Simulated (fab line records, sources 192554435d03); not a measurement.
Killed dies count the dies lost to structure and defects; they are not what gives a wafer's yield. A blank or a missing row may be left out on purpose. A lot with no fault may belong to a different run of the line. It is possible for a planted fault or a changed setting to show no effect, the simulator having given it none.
Chamber matching    flow n5_finfet    N5_MOL_CONTACT_COAG_ETCH_106 on rie_diel-01: 4 sister chambers
The step etches SOC in N2/H2, target depth 80 nm, overetch 16 nm, time 120 s. 14 wafers are shown with their chamber, then 7 later ones without.

## WAFERS, EACH WITH ITS CHAMBER
wafer   chamber  showerhead_plenum_p_Torr (Torr)  throttle_valve_pct (%)  oes_product_au (a.u.)
L079.1  1        2.73                             18.10                   0.84
L079.2  3        2.56                             18.11                   0.72
L079.3  0        2.41                             18.16                   0.64
L081.2  1        2.72                             18.10                   0.82
L081.3  0        2.41                             18.18                   0.64
L081.5  3        2.56                             18.14                   0.71
L085.1  3        2.56                             18.16                   0.71
L085.2  0        2.41                             18.20                   0.64
L085.3  1        2.72                             18.11                   0.81
L087.2  3        2.55                             18.16                   0.69
L087.3  1        2.72                             18.13                   0.80
L087.4  2        2.58                             17.53                   0.73
L088.3  2        2.58                             17.55                   0.72
L088.4  3        2.55                             18.18                   0.70

SIGNATURES (means of the wafers above)
reading                   chamber 0  chamber 1  chamber 2  chamber 3  scatter within a chamber
showerhead_plenum_p_Torr  2.4100     2.7225     2.5800     2.5560     0.00442
throttle_valve_pct        18.1800    18.1100    17.5400    18.1500    0.021
oes_product_au            0.6400     0.8175     0.7250     0.7060     0.012
Rule: a wafer lies at a distance from a chamber equal to the root of the sum of squares, over the readings, of (its reading less the chamber's mean, divided by the reading's scatter). The wafer belongs to the nearest chamber; if the next one is less than 2 further off, it can't be placed. The scatter: the root of (the sum of the squares of (reading less its chamber's mean) over the shown wafers, divided by (wafers less chambers)).

## WAFERS WITH NO CHAMBER GIVEN
wafer   showerhead_plenum_p_Torr (Torr)  throttle_valve_pct (%)  oes_product_au (a.u.)
L088.5  2.72                             18.14                   0.79
L089.2  2.58                             17.54                   0.72
L089.4  2.40                             18.22                   0.62
L089.5  2.55                             18.16                   0.69
L093.2  2.55                             18.20                   0.69
L093.4  2.58                             17.55                   0.71
L093.6  2.55                             18.18                   0.69

## THE CHAMBER EACH PASSED THROUGH
wafer   from the rows above  in truth
L088.5  1                    1
L089.2  2                    2
L089.4  0                    0
L089.5  3                    3
L093.2  3                    3
L093.4  2                    2
L093.6  3                    3
Placed correctly: 7 of 7. From these rows, 0 cannot be placed. Wrongly placed: 0.
